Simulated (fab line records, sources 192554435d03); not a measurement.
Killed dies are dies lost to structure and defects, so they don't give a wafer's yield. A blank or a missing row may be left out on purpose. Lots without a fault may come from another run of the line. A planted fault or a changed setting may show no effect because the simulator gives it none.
Chamber matching | flow n5_finfet | N5_FIN_CUT_ETCH_30 on rie_diel-02: 4 sister chambers
The step etches underlayer in N2/H2, target depth 13 nm, time 10.4 s. 4 wafers are shown with their chamber, then 7 later ones without.

WAFERS WITH THEIR CHAMBER
wafer  | chamber | showerhead_plenum_p_Torr (Torr)
L081.1 | 3       | 2.63
L081.3 | 1       | 2.51
L082.1 | 2       | 2.46
L082.3 | 0       | 2.37

WAFERS WITHOUT THEIR CHAMBER
wafer  | showerhead_plenum_p_Torr (Torr)
L082.4 | 2.63
L089.1 | 2.46
L089.2 | 2.50
L089.3 | 2.37
L096.4 | 2.50
L096.5 | 2.36
L096.6 | 2.45

WHICH CHAMBER EACH WENT THROUGH
wafer  | from the rows above | in truth
L082.4 | 3                   | 3
L089.1 | 2                   | 2
L089.2 | 1                   | 1
L089.3 | 0                   | 0
L096.4 | 1                   | 1
L096.5 | 0                   | 0
L096.6 | 2                   | 2
Placed correctly: 7 of 7. Can't be placed from these rows: 0. Placed wrongly: 0.
How it was worked out, from the rows above alone: a wafer's distance from a chamber is the root of the sum, over the readings, of the square of ((its reading less the chamber's mean) divided by the reading's scatter). The wafer belongs to the nearest chamber; if the next one is less than 2 further off, it can't be placed. A chamber's mean is the mean of its shown wafers. The scatter: with one shown wafer a chamber, the root of the mean of the squares of how far each hidden wafer lies from its nearest shown one.
